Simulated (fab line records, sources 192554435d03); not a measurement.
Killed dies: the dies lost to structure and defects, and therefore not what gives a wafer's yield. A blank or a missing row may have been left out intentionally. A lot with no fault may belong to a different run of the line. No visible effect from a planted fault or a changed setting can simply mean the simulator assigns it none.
Chamber matching | flow n5Finfet | N5_SPACER0_ALD_07 on aldSin-03: 4 sister chambers
The step deposits SiNx, target thk 2 nm. 8 wafers are shown with their chamber, then 11 later ones without.

## WAFERS WITH THEIR CHAMBER
wafer  | chamber | heaterPowerW (W)
L079.6 | 1       | 918
L082.6 | 3       | 802
L086.3 | 1       | 919
L086.4 | 0       | 723
L088.2 | 2       | 944
L088.5 | 2       | 976
L088.6 | 3       | 792
L093.1 | 0       | 712

## WAFERS WITHOUT THEIR CHAMBER
wafer  | heaterPowerW (W)
L093.3 | 901
L093.5 | 782
L094.1 | 980
L094.2 | 884
L094.5 | 785
L096.2 | 970
L096.4 | 725
L096.6 | 907
L097.2 | 795
L097.3 | 739
L097.6 | 716

## EACH ONE'S CHAMBER
wafer  | from the rows above | in truth
L093.3 | 1                   | 1
L093.5 | 3                   | 3
L094.1 | 2                   | 2
L094.2 | 1                   | 1
L094.5 | 3                   | 3
L096.2 | 2                   | 2
L096.4 | 0                   | 0
L096.6 | 1                   | 1
L097.2 | 3                   | 3
L097.3 | 0                   | 0
L097.6 | 0                   | 0
Correctly placed: 11 of 11. Left unplaced by these rows: 0. Number placed wrongly: 0.
How it was worked out, from the rows above alone: a wafer's distance from a chamber is the root of the sum, over the readings, of the square of ((its reading less the chamber's mean) divided by the reading's scatter). If the next closest chamber is less than 2 further off than the closest, the wafer can't be placed; otherwise it belongs to the closest. For every chamber, the mean is computed from those of its wafers that are shown. The scatter: the root of (the sum of the squares of (reading less its chamber's mean) over the shown wafers, divided by (wafers less chambers)).
